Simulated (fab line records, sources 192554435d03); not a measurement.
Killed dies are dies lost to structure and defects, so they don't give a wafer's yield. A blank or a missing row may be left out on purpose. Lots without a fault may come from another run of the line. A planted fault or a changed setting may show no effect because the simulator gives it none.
fab line records | flow n5_finfet | part 2 of 2: steps 26 to 31 of 31
record lots=5 wafers=15 last_day=15
route steps=1938 shown FIN_SAQP@143 FIN_CUT@154
lots that met no fault: from a run of the same line without faults
start_h: hours from the record's first day to the start of the lot's first wafer shown | wait_h: hours since the lot's step before | " the same as in the row above | L1.1+2: a row that stands for several wafers | - no value, or no start given | * or withheld: withheld | < > ~ a bound
route shown NAME@n: a module of which the file shows steps, and the number in the route of the first | usual: mean/standard deviation of fault-free wafers | same: alike in all rows | chamber/n: place in a boat | sites: the reading at each site | _std_site: their standard deviation | _edge_site: outer sites' mean less inner sites' | radius_mm: how far each site lies from the wafer's centre | mask NAME#n: copy n | behind: the tool/chamber that last shaped the wafer | hold: why the lot was held/for how many hours/how that ended | device: the transistor (n, p or np) that didn't switch | end of line: the same wafers' tests at the end of the route | a step without rows: its recipe alone | killed: dies lost to structure and defects at the first sort, not the wafer's yield | map: a wafer's dies, x killed, . not, _ none there
set.NAME: the setting as run; set.NAME@STEP: as run at that earlier step | model.NAME: the simulator's own value behind a step, which no gauge read
lots at some steps of the route; a table a step, a row a wafer
services: from which hour (start_h, from the record's first day; less than 0 if before it) a tool's chamber was out of use, for how many hours, and why
## steps
# step N5_FIN_CUT_ETCH_20
# recipe chemistry=CF4 target=SiARC target_depth_a=260 mask_material=CAR-EUV time_s=43.3 ion_energy_ev=80 pressure_mtorr=40 source_w=545 bias_w=36 Ar_flow_sccm=100 cf4_flow_sccm=100 ends=cleared
# usual drypump_motor_current_A=5.7/0.33 etch_rf_on_time_s=43.5/1.1 mfc_ar_sccm=100.0/0.31 oes_product_au=0.65/0.068 rf_vpp_V=184.2/1.1 showerhead_plenum_p_Torr=2.16/0.06 throttle_valve_pct=15.63/0.25
# columns lot.wafer tool chamber start_h wait_h drypump_motor_current_A etch_rf_on_time_s mfc_ar_sccm oes_product_au rf_hours_counter_h rf_vpp_V showerhead_plenum_p_Torr throttle_valve_pct
L076.1 rie_diel-01 3 40.32 0.0 5.6 43.9 99.7 0.65 102 183.0 2.06 15.35
L076.4 " 0 " " 5.3 42.7 99.7 0.76 26 185.5 2.18 15.44
L076.6 " 2 " " 5.4 44.8 100.3 0.60 - 182.8 2.13 16.00
L078.1 rie_diel-04 0 54.16 0.0 5.6 44.3 100.2 0.61 206 184.9 2.22 15.74
L078.3 " 1 " " 6.3 43.1 99.7 0.62 185 184.7 2.22 15.79
L078.4 " 2 " " 6.2 42.9 99.8 0.59 244 183.4 2.10 15.45
L080.1 rie_diel-05 1 68.00 0.0 5.2 42.5 100.4 0.67 108 185.1 2.15 15.28
L080.3 " 3 " " 5.6 45.5 100.6 0.59 178 183.3 2.14 15.68
L080.4 " 0 " " 5.4 43.2 99.6 0.58 248 184.1 2.04 15.96
L081.1 rie_diel-04 1 74.52 0.0 6.3 42.2 100.1 0.62 191 184.6 2.21 15.78
L081.3 " 0 " " 5.6 43.4 100.0 0.62 211 184.9 2.21 15.74
L081.6 " 0 " " 5.6 43.7 100.1 0.62 - 184.8 2.21 15.74
L089.1 rie_diel-01 3 120.78 0.0 5.7 43.5 100.0 0.64 125 185.0 2.06 15.40
L089.4 " 2 " " 5.4 44.7 100.0 0.59 225 185.2 2.12 16.04
L089.6 " 1 " " 5.5 42.8 100.1 0.64 - 185.3 2.14 15.59
# step N5_FIN_CUT_ETCH_21
# recipe chemistry=N2/H2 target=SOC target_depth_a=2190 overetch_a=438 mask_material=SiARC temp_c=40 ion_energy_ev=100 bias_w=61 time_s=523.5 pressure_mtorr=30 source_w=850 n2_flow_sccm=200 h2_flow_sccm=200
# usual drypump_motor_current_A=5.7/0.33 oes_product_au=0.70/0.067 rf_vpp_V=240.9/1.2 showerhead_plenum_p_Torr=2.56/0.067 throttle_valve_pct=17.81/0.23
# columns lot.wafer tool chamber start_h wait_h drypump_motor_current_A oes_product_au rf_hours_counter_h rf_vpp_V showerhead_plenum_p_Torr throttle_valve_pct
L076.1 rie_diel-01 3 40.36 0.0 5.7 0.72 102 239.3 2.46 17.62
L076.4 " 0 " " 5.3 0.81 26 242.3 2.58 17.56
L076.6 " 2 " " 5.4 0.67 - 239.6 2.52 18.23
L078.1 rie_diel-04 0 54.20 0.0 5.6 0.67 206 241.6 2.64 17.97
L078.3 " 1 " " 6.3 0.67 185 240.9 2.62 17.86
L078.4 " 2 " " 6.2 0.63 244 240.0 2.51 17.77
L080.1 rie_diel-05 1 68.04 0.0 5.2 0.72 108 241.3 2.56 17.52
L080.3 " 3 " " 5.6 0.65 178 241.3 2.53 17.75
L080.4 " 0 " " 5.4 0.62 248 240.6 2.40 18.05
L081.1 rie_diel-04 1 74.56 0.0 6.3 0.66 191 240.1 2.62 17.86
L081.3 " 0 " " 5.6 0.67 212 242.5 2.64 17.94
L081.6 " 0 " " 5.6 0.67 - 243.2 2.64 17.94
L089.1 rie_diel-01 3 120.82 0.0 5.7 0.69 125 238.5 2.45 17.68
L089.4 " 2 " " 5.3 0.65 225 239.9 2.51 18.26
L089.6 " 1 " " 5.5 0.70 - 240.7 2.54 17.71
# step N5_FIN_CUT_STRIP_23
# recipe chemistry=N2/H2 temp_c=40 n2_flow_sccm=200 h2_flow_sccm=200 rf_frequency_hz=6e+07
# columns lot.wafer tool chamber start_h wait_h
L076.1+4+6 rie_diel-01 3,0,2 40.67 0.2
L078.1+3+4 rie_diel-04 0,1,2 54.50 0.2
L080.1+3+4 rie_diel-05 1,3,0 68.34 0.2
L081.1+3+6 rie_diel-04 1,0,0 74.87 0.2
L089.1+4+6 rie_diel-01 3,2,1 121.12 0.2
# step N5_FIN_CUT_STRIP_31
# recipe chemistry=N2/H2 temp_c=40 n2_flow_sccm=200 h2_flow_sccm=200 rf_frequency_hz=6e+07
# columns lot.wafer tool chamber start_h wait_h
L076.1+4+6 rie_diel-01 3,0,2 40.68 0.0
L078.1+3+4 rie_diel-04 0,1,2 54.51 0.0
L080.1+3+4 rie_diel-05 1,3,0 68.35 0.0
L081.1+3+6 rie_diel-04 1,0,0 74.88 0.0
L089.1+4+6 rie_diel-01 3,2,1 121.13 0.0
# step N5_FIN_CUT_STRIP_24
# recipe chemistry=CF4 resist=SiARC power_w=300 bias_power_w=75 pressure_mtorr=50 cf4_flow_sccm=150 rf_frequency_hz=6e+07
# usual drypump_motor_current_A=5.7/0.33 oes_product_au=0.75/0.071 rf_vpp_V=271.5/1.3 showerhead_plenum_p_Torr=1.81/0.048 throttle_valve_pct=13.61/0.25
# columns lot.wafer tool chamber start_h wait_h drypump_motor_current_A oes_product_au rf_hours_counter_h rf_vpp_V showerhead_plenum_p_Torr throttle_valve_pct
L076.1 rie_diel-01 3 40.69 0.0 5.7 0.77 102 270.4 1.74 13.35
L076.4 " 0 " " 5.3 0.87 27 271.7 1.83 13.37
L076.6 " 2 " " 5.4 0.72 - 271.0 1.77 13.93
L078.1 rie_diel-04 0 54.52 0.0 5.6 0.72 206 272.5 1.85 13.70
L078.3 " 1 " " 6.3 0.71 185 272.7 1.86 13.80
L078.4 " 2 " " 6.2 0.69 245 270.5 1.76 13.49
L080.1 rie_diel-05 1 68.36 0.0 5.2 0.78 109 271.2 1.80 13.27
L080.3 " 3 " " 5.6 0.71 178 270.1 1.78 13.63
L080.4 " 0 " " 5.4 0.66 248 269.4 1.70 13.92
L081.1 rie_diel-04 1 74.89 0.0 6.3 0.71 191 272.5 1.86 13.81
L081.3 " 0 " " 5.7 0.72 212 271.1 1.85 13.71
L081.6 " 0 " " 5.7 0.73 - 272.3 1.85 13.73
L089.1 rie_diel-01 3 121.14 0.0 5.7 0.75 126 269.6 1.73 13.43
L089.4 " 2 " " 5.4 0.70 225 270.8 1.76 13.99
L089.6 " 1 " " 5.5 0.74 - 270.6 1.80 13.60
# step N5_FIN_CUT_CUT_ETCH_26
# recipe chemistry=CH3F/O2 target=SiNx target_depth_a=390 mask_material=SOC time_s=55.7 pressure_mtorr=30 source_w=395 bias_w=73 Ar_flow_sccm=150 CH3F_flow_sccm=30 O2_flow_sccm=20 ion_energy_ev=120
# usual drypump_motor_current_A=5.7/0.33 mfc_ar_sccm=150.1/0.48 oes_o_777_au=0.76/0.08 oes_product_au=0.76/0.076 rf_vpp_V=297/6.4 showerhead_plenum_p_Torr=2.02/0.059 throttle_valve_pct=16.39/0.26
# columns lot.wafer tool chamber start_h wait_h drypump_motor_current_A mfc_ar_sccm oes_o_777_au oes_product_au rf_hours_counter_h rf_vpp_V showerhead_plenum_p_Torr throttle_valve_pct
L076.1 rie_diel-01 3 40.71 0.0 5.7 149.4 0.78 0.76 102 301 1.91 16.05
L076.4 " 0 " " 5.3 149.4 0.89 0.87 27 288 2.05 16.23
L076.6 " 2 " " 5.4 150.0 0.71 0.72 - 302 2.00 16.83
L078.1 rie_diel-04 0 54.54 0.0 5.6 150.1 0.73 0.72 206 288 2.08 16.51
L078.3 " 1 " " 6.3 150.5 0.73 0.72 185 307 2.07 16.49
L078.4 " 2 " " 6.2 150.2 0.70 0.70 245 300 1.96 16.20
L080.1 rie_diel-05 1 68.38 0.0 5.2 151.1 0.82 0.79 109 292 2.01 16.05
L080.3 " 3 " " 5.6 149.7 0.69 0.70 178 295 2.01 16.49
L080.4 " 0 " " 5.4 150.2 0.68 0.67 248 289 1.91 16.75
L081.1 rie_diel-04 1 74.91 0.0 6.3 149.7 0.73 0.72 191 306 2.06 16.50
L081.3 " 0 " " 5.6 150.8 0.73 0.71 212 289 2.08 16.51
L081.6 " 0 " " 5.6 150.8 0.72 0.72 - 289 2.08 16.52
L089.1 rie_diel-01 3 121.16 0.0 5.7 149.5 0.75 0.75 126 302 1.91 16.11
L089.4 " 2 " " 5.4 149.8 0.69 0.69 225 302 1.99 16.84
L089.6 " 1 " " 5.5 150.2 0.76 0.76 - 302 1.99 16.30
## services
# columns tool chamber start_h hours kind
rie_diel-05 0 20.63 4.3 repair
rie_si-06 2 23.22 7.5 repair
rie_diel-05 2 23.39 13.6 repair
rie_diel-06 - 28.41 28.1 pm
rie_diel-04 - 30.72 3.5 repair
euv_scanner-01 - 34.87 1.0 pm
euv_scanner-02 - 35.88 4.6 pm
rie_diel-02 3 49.63 8.5 repair
rie_diel-02 0 53.04 14.0 repair
euv_scanner-02 - 53.16 1.0 pm
euv_scanner-01 - 54.86 12.0 pm
rie_diel-02 - 63.34 4.1 repair
euv_scanner-01 - 66.86 5.8 pm
rie_diel-04 2 75.40 - clean
rie_diel-04 2 75.40 - consumable_replace:focus_ring
rie_diel-01 0 83.15 5.0 repair
rie_si-04 - 89.53 2.8 pm
rie_si-02 2 95.63 3.7 repair
rie_diel-01 0 97.10 6.9 repair
rie_diel-06 - 100.57 14.6 pm
euv_scanner-01 - 104.60 4.6 pm
rie_si-04 - 105.97 0.4 repair
euv_scanner-02 - 109.29 1.0 pm
euv_scanner-01 - 120.38 1.0 pm
